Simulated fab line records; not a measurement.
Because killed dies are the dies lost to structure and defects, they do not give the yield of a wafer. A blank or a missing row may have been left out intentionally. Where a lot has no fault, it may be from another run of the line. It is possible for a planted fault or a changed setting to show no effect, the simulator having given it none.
Split-lot trial | flow n5-finfet | 21 wafers read from 7 lots, route of 1938 steps

ON THE SPLIT
At N5_BEOL_M14_COAT_58 (time 60 s, resist thk 89 nm), the setting spin-rpm was moved away from the recipe's 1500 rpm on 6 of the 21 wafers read, by -7.9% to +6.2%. This setting was run at the recipe's value on the other wafers.

FROM THE SPLIT TO THE READING: what the file shows between them, 3 steps
- N5_BEOL_M14_COAT_04: resist thk 800 nm
- N5_BEOL_M14_EBR_06
- N5_BEOL_M14_DESCUM_15: chemistry O2, time 7.9 s

THE READING
etch.depth-nm (the simulator's own value, which no gauge read), in nm, at N5_BEOL_M14_ETCH_59 (etches BARC in N2/H2, target depth 89 nm, overetch 26.7 nm, time 67.9 s). No usual value for it is given in the file. Average 89.07 nm, standard deviation 0.26 nm, over the 15 wafers here run with the recipe.

wafer  | tool, chamber at the split | spin-rpm as run, rpm | against the recipe | etch.depth-nm, nm | against lot-mates on the recipe
L075.2 | litho-track-02, 0          | 1585                 | +5.7%              | 86.72             | -2.67
L075.4 | litho-track-02, 0          | 1585                 | +5.7%              | 86.83             | -2.56
L075.6 | litho-track-02, 0          | 1500                 | recipe             | 89.39             | -
L085.2 | litho-track-04, 0          | 1500                 | recipe             | 88.79             | -
L085.3 | litho-track-04, 0          | 1584                 | +5.6%              | 86.19             | -2.74
L085.5 | litho-track-04, 0          | 1500                 | recipe             | 89.06             | -
L087.1 | litho-track-02, 0          | 1500                 | recipe             | 88.74             | -
L087.2 | litho-track-02, 0          | 1500                 | recipe             | 88.84             | -
L087.3 | litho-track-02, 0          | 1593                 | +6.2%              | 86.4              | -2.39
L092.2 | litho-track-02, 0          | 1500                 | recipe             | 89.11             | -
L092.5 | litho-track-02, 0          | 1500                 | recipe             | 89.13             | -
L092.6 | litho-track-02, 0          | 1409                 | -6.1%              | 92.05             | +2.93
L093.1 | litho-track-04, 0          | 1381                 | -7.9%              | 93.01             | +3.75
L093.4 | litho-track-04, 0          | 1500                 | recipe             | 89.36             | -
L093.6 | litho-track-04, 0          | 1500                 | recipe             | 89.16             | -
L097.1 | litho-track-03, 0          | 1500                 | recipe             | 89.04             | -
L097.2 | litho-track-03, 0          | 1500                 | recipe             | 89.36             | -
L097.4 | litho-track-03, 0          | 1500                 | recipe             | 89.48             | -
L094.2 | litho-track-03, 0          | 1500                 | recipe             | 88.59             | -
L094.4 | litho-track-03, 0          | 1500                 | recipe             | 88.76             | -
L094.6 | litho-track-03, 0          | 1500                 | recipe             | 89.22             | -

FIT RESULTS
A straight line over all 21 wafers: etch.depth-nm changes by -0.464 nm for each +1% of spin-rpm; r = -0.99; the points scatter about the line by 0.28 nm.
The same after taking each lot's own level away (the mean of its wafers on the recipe; 21 wafers): -0.46 nm for each +1%; r = -0.99; scatter 0.18 nm.
According to that fit, moving spin-rpm by its largest amount changes the reading by 3.6 nm.
From 88.790 to 89.390 nm: that is the span of the lots' own levels, equal to 2.3 times the standard deviation above.
Consequently the slope shifts little with the lot-to-lot level, the two slopes agreeing.
Check: +3.63 nm against its lot-mates is what the line predicts for one of the wafers moved furthest among these (-7.9%) when that wafer is left out of the fit. It came out at +3.75 nm against them.

THE WHOLE CHAIN: every reading that the file lists as answering this split, in the file's order
step                | what it does                                                            | reading                                                                          | change (the file's fit)               | r (the file's)
N5_BEOL_M14_COAT_58 | time 60 s, resist thk 89 nm                                             | BARC_of_BEOL_M14_COAT_58.thk-nm (the simulator's own value, which no gauge read) | -0.452 nm for each +1% of the setting | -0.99
N5_BEOL_M14_ETCH_59 | etches BARC in N2/H2, target depth 89 nm, overetch 26.7 nm, time 67.9 s | etch.depth-nm (the simulator's own value, which no gauge read)                   | -0.459 nm for each +1% of the setting | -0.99

THE FILE'S OWN FIT
etch.depth-nm changes by -0.459 nm for each +1% of spin-rpm, r = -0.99.
